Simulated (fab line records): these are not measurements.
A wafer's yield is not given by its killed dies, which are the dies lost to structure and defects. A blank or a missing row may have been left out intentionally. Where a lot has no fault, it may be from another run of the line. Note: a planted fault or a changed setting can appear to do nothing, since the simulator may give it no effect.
The tool behind it: which one? -- flow n5Finfet -- 24 lots, 72 wafers sampled, at 3 steps of a route of 1938

WHAT THE GAUGES READ, wafer by wafer
N5_STI_FIN_REVEAL_INSPECT_13: inspects for defects (darkfield). Usual: rawDefectCount at 11, with a standard deviation of 5.6.
lot,measured,on,rawDefectCount,flag
L074,day 2 11:38,defectInspect-01,11 32 22,
L075,day 2 17:53,defectInspect-01,12 10 13,
L076,day 3 01:15,defectInspect-01,9 8 10,
L077,day 3 06:18,defectInspect-01,3 7 5,
L078,day 3 13:56,defectInspect-02,7 14 15,
L079,day 3 18:53,defectInspect-02,8 6 10,
L080,day 4 01:48,defectInspect-02,5 13 7,
L081,day 4 07:06,defectInspect-02,13 4 15,
L082,day 4 12:00,defectInspect-01,6 13 3,
L083,day 4 20:31,defectInspect-02,10 12 20,
L084,day 5 01:13,defectInspect-02,16 6 16,
L085,day 5 10:38,defectInspect-01,13 9 21,
L086,day 5 14:52,defectInspect-01,8 8 6,
L087,day 5 19:56,defectInspect-02,7 5 2,
L088,day 6 02:44,defectInspect-02,10 19 12,
L089,day 6 07:20,defectInspect-01,11 10 21,
L090,day 6 13:07,defectInspect-01,8 5 11,
L091,day 6 20:13,defectInspect-01,12 18 9,
L092,day 6 23:47,defectInspect-02,9 1 23,
L093,day 7 06:17,defectInspect-02,6 7 5,
L094,day 7 12:25,defectInspect-02,10 12 7,
L095,day 7 19:53,defectInspect-02,24 16 18,
L096,day 8 00:55,defectInspect-02,3 15 6,
L097,day 8 07:25,defectInspect-01,9 17 7,

WHAT TOOL EACH LOT RAN ON (gives the tool, then ch and the chambers of the sampled wafers, and finally the start)
lot,N5_FIN_CUT_CUT_ETCH_27,N5_FIN_CUT_STRIP_22
L074,"rieDiel-06 ch 0,2,3, day 2 02:25","rieDiel-02 ch 0,2,3, day 2 02:41"
L075,"rieDiel-05 ch 1,2, day 2 08:31","rieDiel-06 ch 0,2,3, day 2 08:47"
L076,"rieDiel-05 ch 0,1,3, day 2 14:48","rieDiel-02 ch 0,2,3, day 2 15:04"
L077,"rieDiel-02 ch 0,2,3, day 2 20:49","rieDiel-05 ch 1,2, day 2 21:12"
L078,"rieDiel-06 ch 1,2,3, day 3 04:01","rieDiel-05 ch 1,2,3, day 3 04:17"
L079,"rieDiel-06 ch 0,2,3, day 3 09:25","rieDiel-06 ch 0,1,3, day 3 09:41"
L080,"rieDiel-05 ch 1,2, day 3 16:38","rieDiel-05 ch 1,2,3, day 3 16:56"
L081,"rieDiel-05 ch 1,2, day 3 21:45","rieDiel-06 ch 2,3, day 3 22:01"
L082,"rieDiel-02 ch 0,1,2, day 4 02:43","rieDiel-06 ch 0,1,2, day 4 02:59"
L083,"rieDiel-06 ch 0,1, day 4 10:37","rieDiel-06 ch 0,2,3, day 4 11:03"
L084,"rieDiel-02 ch 0,1, day 4 15:51","rieDiel-06 ch 0,2, day 4 16:08"
L085,"rieDiel-02 ch 0,2, day 4 23:32","rieDiel-02 ch 0,1, day 5 00:01"
L086,"rieDiel-02 ch 0,2,3, day 5 05:25","rieDiel-02 ch 0,1, day 5 05:46"
L087,"rieDiel-06 ch 1,2, day 5 09:13","rieDiel-02 ch 0,1,2, day 5 09:29"
L088,"rieDiel-02 ch 1,2,3, day 5 16:47","rieDiel-05 ch 0,1,2, day 5 17:04"
L089,"rieDiel-06 ch 0,2,3, day 5 21:53","rieDiel-06 ch 1,2,3, day 5 22:09"
L090,"rieDiel-05 ch 0,1,2, day 6 03:55","rieDiel-05 ch 0,1,2, day 6 04:14"
L091,"rieDiel-02 ch 2,3, day 6 10:21","rieDiel-02 ch 0,3, day 6 11:11"
L092,"rieDiel-06 ch 0,1,2, day 6 14:36","rieDiel-06 ch 0,1,3, day 6 14:52"
L093,"rieDiel-05 ch 0,2,3, day 6 20:21","rieDiel-05 ch 0,1, day 6 20:37"
L094,"rieDiel-05 ch 1,2, day 7 02:41","rieDiel-02 ch 1,2,3, day 7 02:57"
L095,"rieDiel-02 ch 0,2,3, day 7 09:34","rieDiel-02 ch 0,3, day 7 09:52"
L096,"rieDiel-02 ch 1,2, day 7 15:35","rieDiel-05 ch 1,2,3, day 7 15:52"
L097,"rieDiel-02 ch 1,2, day 7 22:12","rieDiel-06 ch 1,2, day 7 22:28"
- N5_FIN_CUT_CUT_ETCH_27: etches SiO2 in CHF3/O2, target depth 4 nm, overetch 2 nm, time 4.9 s.
- N5_FIN_CUT_STRIP_22: strips in N2/H2.

AS READ BY THE TOOLS THEMSELVES (means over the sampled wafers that have a number; for cases with no such wafer, the mark the record gives instead)
N5_FIN_CUT_CUT_ETCH_27. Usual: drypumpMotorCurrentA 5.7 A, standard deviation 0.35; mfcArSccm 200.0 sccm, standard deviation 0.68; oesProductAu 0.61 a.u., standard deviation 0.049; rfVppV 523 V, standard deviation 4; showerheadPlenumPTorr 2.41 Torr, standard deviation 0.094; throttleValvePct 18.89 %, standard deviation 0.19.
lot,tool,drypumpMotorCurrentA (A),mfcArSccm (sccm),oesProductAu (a.u.),rfVppV (V),showerheadPlenumPTorr (Torr),throttleValvePct (%),flag
L074,rieDiel-06,5.6,199.6,0.61,521,2.39,18.88,
L075,rieDiel-05,5.7,200.5,0.58,521,2.46,18.75,
L076,rieDiel-05,5.6,199.4,0.57,522,2.40,18.96,
L077,rieDiel-02,5.4,199.9,0.62,525,2.41,18.76,
L078,rieDiel-06,5.7,199.5,0.60,521,2.28,19.00,
L079,rieDiel-06,5.6,200.1,0.62,520,2.38,18.90,
L080,rieDiel-05,5.7,199.8,0.57,521,2.45,18.74,
L081,rieDiel-05,5.5,200.1,0.57,517,2.41,18.94,
L082,rieDiel-02,5.8,200.8,0.62,523,2.45,18.85,
L083,rieDiel-06,5.9,199.8,0.64,525,2.34,19.06,
L084,rieDiel-02,6.0,199.8,0.62,525,2.52,19.00,
L085,rieDiel-02,5.5,199.9,0.61,522,2.39,18.72,
L086,rieDiel-02,5.5,200.3,0.61,525,2.41,18.78,
L087,rieDiel-06,5.9,199.9,0.61,523,2.27,19.16,
L088,rieDiel-02,5.8,199.9,0.63,526,2.42,18.89,
L089,rieDiel-06,5.7,200.2,0.60,520,2.38,18.92,
L090,rieDiel-05,5.8,200.8,0.63,521,2.43,18.73,
L091,rieDiel-02,5.5,200.5,0.62,524,2.36,18.75,
L092,rieDiel-06,5.9,199.5,0.62,521,2.36,19.05,
L093,rieDiel-05,5.9,199.9,0.64,524,2.43,18.69,
L094,rieDiel-05,5.7,199.5,0.62,519,2.44,18.65,
L095,rieDiel-02,5.5,199.3,0.60,525,2.40,18.80,
L096,rieDiel-02,5.8,199.8,0.62,523,2.40,18.86,
L097,rieDiel-02,6.0,200.5,0.62,525,2.46,19.01,

N5_FIN_CUT_STRIP_22. Usual: drypumpMotorCurrentA 5.7 A, standard deviation 0.34; oesProductAu 0.77 a.u., standard deviation 0.067; rfVppV 54.3 V, standard deviation 2.3; showerheadPlenumPTorr 3.34 Torr, standard deviation 0.13; throttleValvePct 18.9 %, standard deviation 0.33.
lot,tool,drypumpMotorCurrentA (A),oesProductAu (a.u.),rfVppV (V),showerheadPlenumPTorr (Torr),throttleValvePct (%),flag
L074,rieDiel-02,5.5,0.80,53.2,3.37,18.7,
L075,rieDiel-06,5.7,0.77,54.0,3.33,19.0,
L076,rieDiel-02,5.5,0.77,55.5,3.37,18.8,
L077,rieDiel-05,5.8,0.72,56.6,3.43,18.5,
L078,rieDiel-05,5.6,0.71,55.5,3.37,18.9,
L079,rieDiel-06,5.7,0.77,54.7,3.28,18.9,
L080,rieDiel-05,5.6,0.69,55.0,3.37,19.0,
L081,rieDiel-06,5.5,0.71,52.3,3.19,18.9,
L082,rieDiel-06,5.9,0.79,53.2,3.30,19.2,
L083,rieDiel-06,5.6,0.75,55.2,3.32,19.0,
L084,rieDiel-06,5.9,0.79,53.4,3.34,19.3,
L085,rieDiel-02,5.7,0.76,56.1,3.48,19.0,
L086,rieDiel-02,5.7,0.76,54.6,3.48,19.0,
L087,rieDiel-02,5.7,0.77,57.8,3.42,18.9,
L088,rieDiel-05,5.8,0.81,54.5,3.38,18.7,
L089,rieDiel-06,5.7,0.74,52.8,3.17,19.1,
L090,rieDiel-05,5.8,0.79,53.2,3.37,18.7,
L091,rieDiel-02,5.5,0.72,52.9,3.42,19.0,
L092,rieDiel-06,5.7,0.75,54.1,3.27,19.0,
L093,rieDiel-05,5.5,0.86,54.7,3.31,18.8,
L094,rieDiel-02,5.8,0.78,56.8,3.38,18.9,
L095,rieDiel-02,5.5,0.74,54.8,3.39,19.0,
L096,rieDiel-05,5.6,0.86,53.8,3.35,18.7,
L097,rieDiel-06,5.9,0.74,53.1,3.19,19.3,

THE ANSWER, worked out from the rows above alone
Rule: a lot counts as off when the mean over its wafers that have a number is more than 3 standard deviations away from the usual mean. Also off: a lot with no number at a reading for which 4 or more lots have one. Where the step has rows for the other lots, those lots are counted as sound. After the gauges, taken in route order, come the tools' own readings; for these a lot's mean is taken, as printed above. The first step at which some lot is off is used, and at that step the reading that is off furthest; a lot without a number counts as furthest.
No lot is off on any of the readings shown, so nothing can be concluded from this.

WHAT THE SIMULATOR HAD PUT IN
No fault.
